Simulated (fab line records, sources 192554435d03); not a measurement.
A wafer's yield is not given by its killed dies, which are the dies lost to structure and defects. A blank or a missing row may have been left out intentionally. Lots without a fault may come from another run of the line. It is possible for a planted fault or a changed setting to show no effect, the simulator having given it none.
fab line records -- flow n5-finfet
[record] lots = 3, wafers = 8, last-day = 17
route steps=1938 shown WELL_APT@27 PMOS_HMC_CHANNEL_EPI@57 BEOL_M4@1111 PASSIVATION@1936
lots with no fault: from the same line, run without faults
start-h: hours from the record's first day to the start of the lot's first wafer shown -- wait-h: hours since the lot's step before -- " same as the row above -- L1.1+2: several wafers, shown together as one row -- - either no value or no given start -- * or withheld: withheld -- < > ~ a bound
route shown NAME@n: names a module that has steps shown in the file, with the first one's number in the route -- usual: mean/standard deviation of fault-free wafers -- same: alike in all rows -- chamber/n: place in a boat -- sites: readings site by site -- _std_site: standard deviation of those values -- _edge_site: the outer-site mean with the inner-site mean subtracted -- radius-mm: how far each site lies from the wafer's centre -- mask NAME#n: copy n -- behind: the last tool/chamber to shape the wafer -- hold: the reason the lot was held/the length of the hold in hours/how it ended -- device: the n, p or np transistor that did not switch -- end of line: the tests these same wafers got at the end of their route -- step lacking rows: just its recipe -- killed: the dies lost at the first sort to structure and to defects; this is not the yield of the wafer -- map: dies across one wafer; x = killed, . = not, _ = none there
set.NAME: setting as actually run; set.NAME@STEP: the setting as run at that earlier step -- model.NAME: the simulator's own value behind a step, which no gauge read
a table for each step, a row for each wafer; lots at some steps of the route
services: when a tool's chamber went out of use (start-h, in hours from the record's first day, below 0 if earlier), for how many hours, and the reason
[[steps]]
[step N5_WELL_APT_HARDBAKE_12]
[recipe] temp-c = 130, time-s = 120
[step N5_WELL_APT_DESCUM_13]
[recipe] chemistry = O2, time-s = 7.9, source-power-w = 50, bias-power-w = 20, pressure-mtorr = 20, rf-frequency-hz = 2.712e+07, temp-c = 40, o2-flow-sccm = 225
[step N5_WELL_APT_IMPLANT_14]
[recipe] species = P, energy-kev = 160, dose-cm2 = 1.5e+13, tilt-deg = 0, rotation-deg = 0
[step N5_WELL_APT_IMPLANT_15]
[recipe] species = As, energy-kev = 25, dose-cm2 = 1.5e+13, tilt-deg = 0, rotation-deg = 0
[step N5_WELL_APT_STRIP_16]
[recipe] chemistry = SPM, time-s = 900, temp-c = 130, h2so4-h2o2-vol-ratio = 4, dry = ipa-marangoni
[step N5_WELL_APT_HMDS_18]
[recipe] time-s = 60, temp-c = 120
[step N5_WELL_APT_COAT_19]
[recipe] spin-rpm = 1357, resist-thk-nm = 950
[step N5_WELL_APT_EBR_21]
[recipe] solvent = PGMEA, ebr-width-mm = 1.5
[step N5_WELL_APT_SOFTBAKE_20]
[recipe] temp-c = 130, time-s = 60
[step N5_WELL_APT_EXPOSE_22]
[recipe] mask-id = PWELL, na = 0.8, source-shape = conventional, sigma-outer = 0.8, polarization = unpolarized, defocus-nm = 0, target-cd-nm = 200, dose-mj = 23.2
lot.wafer,tool,chamber,start-h,wait-h,mask
L270.3+6,krf-scanner-01,0,80.69,-,PWELL#0
L275.1+2+6,krf-scanner-02,0,111.63,-,PWELL#0
L279.2+3+4,krf-scanner-01,0,134.80,-,PWELL#0
[step N5_WELL_APT_PEB_23]
[recipe] peb-temp-c = 130, peb-time-s = 90
[step N5_WELL_APT_DEVELOP_24]
[recipe] develop-time-s = 45, rinse-liquid = surfactant-rinse, dry = air-spin, dev-temp-c = 21
[step N5_WELL_APT_HARDBAKE_29]
[recipe] temp-c = 130, time-s = 120
[step N5_WELL_APT_CD_MEAS_25]
[recipe] target-cd-nm = 200, landing-energy-ev = 500, detector = se-inlens
[usual] cd-nm = 199.7/2.1
lot.wafer,tool,chamber,start-h,wait-h,cd-nm
L270.3,cd-sem-03,0,80.86,-,176.7
L270.6,cd-sem-03,0,80.86,-,200.0
L275.1,cd-sem-01,0,111.80,-,201.1
L275.2,cd-sem-01,0,111.80,-,202.1
L275.6,cd-sem-01,0,111.80,-,200.2
L279.2,cd-sem-03,0,134.97,-,198.0
L279.3,cd-sem-03,0,134.97,-,198.3
L279.4,cd-sem-03,0,134.97,-,197.2
[step N5_WELL_APT_DESCUM_30]
[recipe] chemistry = O2, time-s = 7.9, source-power-w = 50, bias-power-w = 20, pressure-mtorr = 20, rf-frequency-hz = 2.712e+07, temp-c = 40, o2-flow-sccm = 225
[usual] bias-power-w = 20.00/0.065, drypump-motor-current-A = 5.5/0.44, oes-product-au = 0.82/0.082, rf-vpp-V = 243.3/1.3, showerhead-plenum-p-Torr = 2.10/0.064, throttle-valve-pct = 20.42/0.27
lot.wafer,tool,chamber,start-h,wait-h,bias-power-w,drypump-motor-current-A,oes-product-au,rf-hours-counter-h,rf-vpp-V,showerhead-plenum-p-Torr,throttle-valve-pct,model.WELL_APT.cd-nm
L270.3,rie-diel-02,3,81.08,0.2,20.06,5.4,0.81,110,244.4,2.21,20.52,176.7
L270.6,rie-diel-02,3,81.08,0.2,20.09,5.4,0.81,-,245.4,2.21,20.53,200
L275.1,rie-diel-02,3,112.13,0.3,19.94,5.4,0.81,125,244.8,2.21,20.55,201.2
L275.2,rie-diel-02,2,112.13,0.3,20.07,5.2,0.97,5,243.4,2.05,20.59,202.2
L275.6,rie-diel-02,2,112.13,0.3,20.09,5.2,0.96,-,240.2,2.05,20.58,200.5
L279.2,rie-diel-03,2,135.06,0.0,19.93,5.6,0.89,18,243.6,2.14,20.00,198.1
L279.3,rie-diel-03,3,135.06,0.0,20.01,6.0,0.77,121,244.3,2.09,20.12,198.7
L279.4,rie-diel-03,1,135.06,0.0,20.00,6.1,0.90,31,244.8,2.14,20.16,197.4
[step N5_WELL_APT_IMPLANT_31]
[recipe] species = B, energy-kev = 60, dose-cm2 = 1.5e+13, tilt-deg = 0, rotation-deg = 0
[step N5_WELL_APT_IMPLANT_32]
[recipe] species = BF2, energy-kev = 50, dose-cm2 = 2e+13, tilt-deg = 0, rotation-deg = 0
[step N5_WELL_APT_STRIP_33]
[recipe] chemistry = SPM, time-s = 900, temp-c = 130, h2so4-h2o2-vol-ratio = 4, dry = ipa-marangoni
[step N5_WELL_APT_RTA_34]
[recipe] temp-c = 1000, time-s = 10, ambient = N2, idle-temp-c = 600, ramp-up-c-per-s = 150, ramp-down-c-per-s = 60, cool-to-c = 600
[step N5_WELL_APT_OXIDE_STRIP_42]
[recipe] chemistry = dHF, dilution = 25:1, time-s = 45, temp-c = 25, target = SiO2, target-depth-a = 120
[step N5_WELL_APT_PRECLEAN_36]
[recipe] chemistry = O3/DIW, time-s = 45, temp-c = 22, o3-ppm = 10
[step N5_WELL_APT_PRECLEAN_39]
[recipe] chemistry = dHF, time-s = 60, dilution = 150:1, temp-c = 25
[step N5_WELL_APT_SRD_37]
[recipe] dry = ipa-marangoni, do-ppb = 5, time-s = 30, temp-c = 23, rinse-liquid = diw
[step N5_WELL_APT_EPI_41]
[recipe] material = Si, target-thk-a = 500, temp-c = 650, precursor = SiH4/H2, pressure-torr = 20, time-s = 297.7
[step N5_PMOS_HMC_CHANNEL_EPI_HM_DEP_34]
[recipe] material = SiO2, target-thk-a = 360, temp-c = 400, precursor = TEOS/O2, pressure-torr = 6.5, rf-w = 900, teos-flow-sccm = 161.4, gas = O2, flow-sccm = 2650, time-s = 6.9
[step N5_PMOS_HMC_CHANNEL_EPI_COAT_31]
[recipe] resist = BARC, temp-c = 205, time-s = 60, spin-rpm = 1500, resist-thk-nm = 66
[step N5_PMOS_HMC_CHANNEL_EPI_COAT_03]
[recipe] resist = CAR-ArF-block, spin-rpm = 1500, resist-thk-nm = 205
[step N5_PMOS_HMC_CHANNEL_EPI_EBR_05]
[recipe] solvent = PGMEA, ebr-width-mm = 1.5
[step N5_PMOS_HMC_CHANNEL_EPI_SOFTBAKE_04]
[recipe] temp-c = 110, time-s = 60, resist = CAR-ArF-block
[step N5_PMOS_HMC_CHANNEL_EPI_EXPOSE_06]
[recipe] mask-id = PMOS_HMC_BLK, na = 1.35, source-shape = conventional, sigma-outer = 0.8, polarization = unpolarized, target-cd-nm = 240, dose-mj = 41
[step N5_PMOS_HMC_CHANNEL_EPI_PEB_07]
[recipe] peb-temp-c = 110, peb-time-s = 60, resist = CAR-ArF-block
[step N5_PMOS_HMC_CHANNEL_EPI_DEVELOP_08]
[recipe] develop-time-s = 30, developer = TMAH, resist = CAR-ArF-block, dev-temp-c = 23, rinse-liquid = diw, dry = air-spin
[step N5_PMOS_HMC_CHANNEL_EPI_DESCUM_14]
[recipe] chemistry = O2, time-s = 7.9, source-power-w = 50, bias-power-w = 20, pressure-mtorr = 20, rf-frequency-hz = 2.712e+07, temp-c = 40, resist = CAR-ArF-block, o2-flow-sccm = 225
[step N5_BEOL_M4_RC_MEAS_101]
[usual] DIBL_N = 36.0/1.9, DIBL_P = 36.0/2.1, IOFF_N = 0.155/0.029, IOFF_P = 0.20/0.032, ION_N = 672/11, ION_P = 461/6.9, SS_N = 71.5/0.58, SS_P = 73.2/0.64, VT_N = 250.4/2.9, VT_P = -251.0/2.8
lot.wafer,tool,chamber,start-h,wait-h,DIBL_N[mV/V],DIBL_P[mV/V],IOFF_N[nA/um],IOFF_P[nA/um],ION_N[uA/um],ION_P[uA/um],SS_N[mV/dec],SS_P[mV/dec],VT_N[mV],VT_P[mV]
L270.3,prober-01,0,238.26,0.3,34.5,33.6,0.121,0.18,667,459,71.1,72.4,252.2,-252.0
L270.6,prober-01,0,238.26,0.3,35.1,34.4,0.130,0.19,656,456,71.6,72.4,255.0,-252.9
L275.1,prober-02,0,279.51,0.0,37.1,37.0,0.151,0.19,668,455,72.0,73.4,253.4,-252.6
L275.2,prober-02,0,279.51,0.0,34.3,35.4,0.121,0.17,666,459,71.0,73.4,255.7,-252.1
L275.6,prober-02,0,279.51,0.0,35.8,35.8,0.122,0.17,666,453,71.1,73.3,258.4,-254.2
L279.2,prober-02,0,304.13,0.2,38.9,38.1,0.198,0.23,689,466,72.3,73.8,246.5,-250.8
L279.3,prober-02,0,304.13,0.2,36.3,34.6,0.139,0.20,663,457,71.3,72.9,251.5,-250.9
L279.4,prober-02,0,304.13,0.2,36.6,35.3,0.146,0.19,672,458,71.8,72.9,250.0,-252.7
[step N5_PASSIVATION_PROBE_49]
[usual] defect-limited-yield = 91.0/1.5, killed_at_M0_to_M3 = 33/9.4, killed_at_M4_up = 14/4.8, killed-at-contacts = 13/7.3, killed-at-front-end = 43/13, killed-at-other = 3.6/2.9, killed-dies = 106/18, killed-on-rim = 14/4.2, killed-open = 69/13, killed-short = 35/8.2, sort_bin_5_function = 5.3/1, sort_bin_6_memory = 3.3/0.68, sort-n-pass = 1074/18, sort-yield-pct = 91.0/1.5
[same] gross-dies = 1180, killed-at-back-side = 0, sort_bin_4_leakage[%] = 0, sort_bin_8_speed[%] = 0
lot.wafer,tool,chamber,start-h,wait-h,defect-limited-yield[%],killed_at_M0_to_M3,killed_at_M4_up,killed-at-contacts,killed-at-front-end,killed-at-other,killed-dies,killed-on-rim,killed-open,killed-short,sort_bin_5_function[%],sort_bin_6_memory[%],sort-n-pass,sort-yield-pct[%]
L270.3,prober-02,-,345.18,0.1,87.1,34,8,6,99,5,152,12,78,40,8.7,3.5,1028,87.1
L270.6,prober-02,-,345.33,0.3,91.9,33,13,8,41,1,96,10,59,36,4.6,3.3,1084,91.9
L279.2,prober-02,-,404.24,0.1,90.8,30,7,10,58,3,108,16,70,32,5.0,3.4,1072,90.8
L279.3,prober-02,-,404.29,0.1,89.7,29,14,8,68,3,122,16,78,40,5.8,4.1,1058,89.7
L279.4,prober-02,-,404.34,0.2,88.1,33,6,15,84,2,140,17,92,45,6.4,4.8,1040,88.1
// killed by level:class
L270.3 WELL_APT:area-expose=31 FIN_SAQP:geometric-particle:open=20 FIN_SAQP:geometric-particle:short=13 BEOL_M0_SAQP:geometric-particle:open=11 STI_FIN_REVEAL:geometric-particle:open=7 BEOL_M2:geometric-particle:open=7 MOL_CONTACT_COAG:geometric-particle:open=6 BEOL_M0_SAQP:geometric-particle:short=6
L270.6 FIN_SAQP:geometric-particle:open=9 BEOL_M0_SAQP:geometric-particle:open=9 MOL_CONTACT_COAG:geometric-particle:open=6 FIN_SAQP:geometric-particle:short=5 BEOL_M1:geometric-particle:open=5 BEOL_M2:geometric-particle:open=5 BEOL_M5:geometric-particle:short=5 STI_FIN_REVEAL:geometric-particle:open=4
L279.2 FIN_SAQP:geometric-particle:open=12 BEOL_M3:geometric-particle:open=9 MOL_CONTACT_COAG:geometric-particle:open=9 STI_FIN_REVEAL:geometric-particle:open=7 ILD0:geometric-particle:short=7 BEOL_M1:geometric-particle:open=7 GATE_CUT:geometric-particle:short=5 BEOL_M0_SAQP:geometric-particle:open=5
L279.3 STI_FIN_REVEAL:geometric-particle:open=22 FIN_SAQP:geometric-particle:short=14 BEOL_M3:geometric-particle:open=12 FIN_SAQP:geometric-particle:open=9 MOL_CONTACT_COAG:geometric-particle:open=6 GATE_CUT:geometric-particle:short=5 BEOL_M4:geometric-particle:open=5 BEOL_M0_SAQP:geometric-particle:open=4
L279.4 STI_FIN_REVEAL:geometric-particle:open=32 MOL_CONTACT_COAG:geometric-particle:open=10 BEOL_M1:geometric-particle:open=10 FIN_SAQP:geometric-particle:short=8 FIN_SAQP:geometric-particle:open=8 STI_FIN_REVEAL:geometric-particle:short=7 BEOL_M3:geometric-particle:open=7 STARTING-WAFER:geometric-particle:short=6
// map L270.3 (x killed, . not)
_________________x...........________________
______________.x................_____________
___________....x.........xx...x....__________
__________.....x.x............x....._________
________...................xx......x.._______
_______.......x.............x..........______
______.............x...xx.x..x..xx.x...._____
_____.......x...x.........x...x..x.......____
____................x.....xx..............___
___.........x............xx..........x.....__
___...................x.......x......x.....__
__..............x................x.........x_
__..............................x..........._
_......x............x........................
_...............xx...x.x...x.................
_x.x......x..........x....x.....x............
_........xx.x..............x.................
_...x..x....x............x...x..xx...x.......
_...x..........x.x..x.x.x.x.x....xx.......xxx
_.x.x..x............x..x....x....x........x..
_x.x........x..x.x.x.......x.xxx...x..x.x....
__............x........x...x......x.x......._
__...............xx....x......x...x......x.._
___...x.........x................x.x.......__
___..............x...x....x...x............__
____....x.x.......x.....x..x..............___
_____.......................x........x..x____
______.....x..x.x.......x...x.....x..x.._____
_______.x.....x..xx....................______
________...x.................x...x...._______
__________.......x...........x......_________
___________...x....xx.....xx.....x.__________
______________..........x..x.x.._____________
_________________............________________
// map L279.4 (x killed, . not)
_________________x.....x.....________________
______________...x.............._____________
___________x...x..........x........__________
__________x...............xx.....x.._________
________..........x..x.x..........x..._______
_______..........x...........xx........______
______.........x...x.............x......_____
_____..........x.......xx......x..x......____
____.........x........x...................___
___.....x...........x...................xx.__
___..................x...xx.x......x.......__
__..xx...xx..........x......................_
__.x..x..xx.x........xx.x.....xxx.........xx_
_...............xx...........x....x..........
_.......x............x.......................
_x................................x........xx
_.x.x.............x..............x...x......x
_......x........x..x.........................
_........x..........x.x..x...........x.......
_.........x.......x.....x....................
_...........x.....................x..........
__.......x...x....x.....x.x........x..x....._
__...x..............................x......._
___............x........x.x......x...x.....__
___..x..x.x.x.......x..x.........x..x......__
____x..x.....x...........x......x...x.....___
_____...x..............x.x...x......x....____
______....x.......x.xx.................x_____
_______....x...x.x.x......x............______
________......................x......._______
__________...xx....x..x.........x..._________
___________x.x..................x..__________
______________.....x.x.....x...x_____________
_________________.x..........________________
[[services]]
tool,chamber,start-h,hours,kind
rie-diel-02,-,63.34,4.1,repair
krf-scanner-02,-,67.76,1.0,pm
rie-diel-03,2,68.24,-,clean
rie-diel-03,2,68.24,-,consumable-replace:focus-ring
rie-diel-03,2,68.24,21.9,scheduled-down
rie-diel-03,2,68.24,21.9,vent-cycle
rie-diel-02,2,74.93,-,clean
rie-diel-02,2,74.93,-,consumable-replace:focus-ring
rie-diel-02,2,74.93,26.6,scheduled-down
rie-diel-02,2,74.93,26.6,vent-cycle
krf-scanner-01,-,83.18,0.8,pm
krf-scanner-02,-,119.22,1.3,pm
krf-scanner-01,-,120.52,1.0,pm
krf-scanner-01,-,127.95,1.3,pm
[[key]]
[first-sign] step = N5_WELL_APT_CD_MEAS_25, reading = cd-nm, direction = down, sigmas = 11, usual = 199.7, struck = 176.7
[effect] step = N5_PASSIVATION_PROBE_49, reading = killed-at-front-end, direction = up, sigmas = 4.3, usual = 43, struck = 99
[model-effect] step = N5_WELL_APT_DESCUM_30, value = WELL_APT.cd-nm, without = 201.4, struck = 176.7
[more-kills-born-at] N5_WELL_APT_EXPOSE_22@krf-scanner-01 = 31
met-at N5_WELL_APT_EXPOSE_22
struck-wafers L270.3
[fault] kind = process-parameter-drift, tool = krf-scanner-01, chamber = -, onset-h = 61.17, steps = N5_WELL_APT_EXPOSE_22, channel = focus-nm, offset = 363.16, shape = step, end-h = 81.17, scope = struck-wafers-only
